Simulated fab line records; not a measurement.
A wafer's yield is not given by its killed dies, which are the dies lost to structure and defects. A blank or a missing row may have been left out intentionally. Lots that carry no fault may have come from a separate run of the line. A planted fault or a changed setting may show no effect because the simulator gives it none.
Comparing a struck lot with a sound one	flow n5_finfet	36 out of 1938 route steps
Sound: wafers L536.3, L536.4, L536.6. Struck: wafer L543.1 (left out: L543.3, L543.6 of the same lot, which were not struck); the cause appears at the end.
Order at every step that has rows: each side's tool, ch and its chambers, its first start. Under that, the readings that differ: sound wafers	struck wafers	difference of the means	sigmas: that difference in standard deviations of wafers without a fault.
alike: same words and numbers on both sides, and readings whose means sit less than 2 such deviations apart. not compared: any withheld reading, any reading some wafer has no value for, any bound like >300 that may hide the same value, and any number with overlapping values for which the record gives no deviation.
The two part at a step that has a row with sigmas, a row that says differs or no value, or rows on one side only. Numbers that have no deviation but don't overlap get no sigmas and don't part them. A reading missing from all wafers of one side parts the sides only when that side holds two or more wafers.

first, 8 steps without rows for these wafers: N5_BEOL_M4_SPUTTER_96 (material Cu, target thk 4.5 nm, time 8.29 s); N5_BEOL_M4_ECD_50 (material Cu, target thk 300 nm); N5_BEOL_M4_ANNEAL_51 (time 90 s); N5_BEOL_M4_CMP_52 (polishes, stops on SiOC, t overpolish 6.8 s, target thk 40 nm); N5_BEOL_M4_PRE_CLEAN_60 (time 15 s); N5_BEOL_M4_CO_CAP_55 (material Co, precursor CCTBA/H2, target thk 2 nm, time 102.1 s); N5_BEOL_M4_PRE_CLEAN_56 (time 15 s); N5_BEOL_M4_DEP_57 (deposits SiCN from 3MS/NH3, target thk 8 nm, time 14 s).
N5_BEOL_M5_ILD_DEP_00: deposits SiCOH lowk from DEMS/porogen, target thk 140.64 nm, time 25.9 s.
  sound on pecvd-03 ch 0,1, day 9 14:41; struck on pecvd-03 ch 2, day 11 15:07
reading	sound	struck	difference	sigmas
heater_power_w (W)	357 344 351	228	-123	-2
model.SiCOH_lowk_of_BEOL_M5_ILD_DEP_00.thk_nm (nm)	142.8 140.6 141	151.8	+10.3	
  alike: chamber_pressure_Torr, showerhead_plenum_p_Torr, throttle_valve_pct
then, 1 step without rows for these wafers: N5_BEOL_M5_CURE_79 (cures SiCOH lowk, time 240 s).
N5_BEOL_M5_THK_MEAS_01:
  sound: film_metro-01 at day 9 15:55; struck: film_metro-02 at day 11 15:41
reading	sound	struck	difference	sigmas
M5_ILD_THK (nm)	122.8 121.0 121.3	130.8	+9.1	+5
then, 23 steps without rows for these wafers: N5_BEOL_M5_PECVD_70 (deposits SiO2 from TEOS/O2, target thk 16 nm, time 18 s); N5_BEOL_M5_HM_DEP_02 (deposits TiN, target thk 20 nm); N5_BEOL_M5_COAT_59 (time 60 s, resist thk 60 nm); N5_BEOL_M5_COAT_60 (time 60 s, resist thk 12 nm); N5_BEOL_M5_COAT_71 (time 60 s, resist thk 5 nm); N5_BEOL_M5_COAT_05 (resist thk 30 nm); N5_BEOL_M5_EBR_07; N5_BEOL_M5_SOFTBAKE_06 (time 60 s); N5_BEOL_M5_EXPOSE_08 (exposes mask M5, target cd 28 nm); N5_BEOL_M5_PEB_09 (peb time 60 s); N5_BEOL_M5_DEVELOP_10 (develop time 30 s); N5_BEOL_M5_DESCUM_16 (chemistry O2, time 7 s); N5_BEOL_M5_ETCH_72 (etches underlayer in N2/H2, target depth 6.5 nm, time 5.2 s); N5_BEOL_M5_ETCH_61 (etches SiARC in CF4, target depth 15.6 nm, time 26 s); N5_BEOL_M5_ETCH_62 (etches SOC in N2/H2, target depth 75 nm, overetch 15 nm, time 112.5 s); N5_BEOL_M5_STRIP_63 (strips in N2/H2); N5_BEOL_M5_STRIP_73 (strips in N2/H2); N5_BEOL_M5_STRIP_64 (strips in CF4); N5_BEOL_M5_HM_OPEN_17 (chemistry Cl2/BCl3, target TiN, target depth 20 nm, overetch 6 nm); N5_BEOL_M5_STRIP_19 (strips in O2); N5_BEOL_M5_COAT_65 (time 60 s, resist thk 60 nm); N5_BEOL_M5_COAT_66 (time 60 s, resist thk 12 nm); N5_BEOL_M5_COAT_74 (time 60 s, resist thk 5 nm).
N5_BEOL_M5_CMP_52: polishes, stops on SiCOH lowk, t overpolish 6.9 s, target thk 62 nm.
  sound on cmp-04 ch 1,2,3, day 10 03:26; struck on cmp-01 ch 3, day 12 05:59
reading	sound	struck	difference	sigmas
model.SiCOH_lowk_of_BEOL_M5_ILD_DEP_00.thk_nm (nm)	119.8 118 118.4	127.8	+9.1	
  alike: motor_current_A, retaining_ring_pressure_frac
after that, 1 step had no rows for these wafers: N5_PASSIVATION_PROBE_49.

## WHERE THEY PART
Earliest at N5_BEOL_M5_ILD_DEP_00; latest, in this record, at N5_BEOL_M5_THK_MEAS_01. Later steps at which nothing parts them and some readings are alike: N5_BEOL_M5_CMP_52.

WHY: whatever the simulator had introduced
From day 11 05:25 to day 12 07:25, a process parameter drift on pecvd-03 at N5_BEOL_M5_ILD_DEP_00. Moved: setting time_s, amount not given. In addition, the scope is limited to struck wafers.
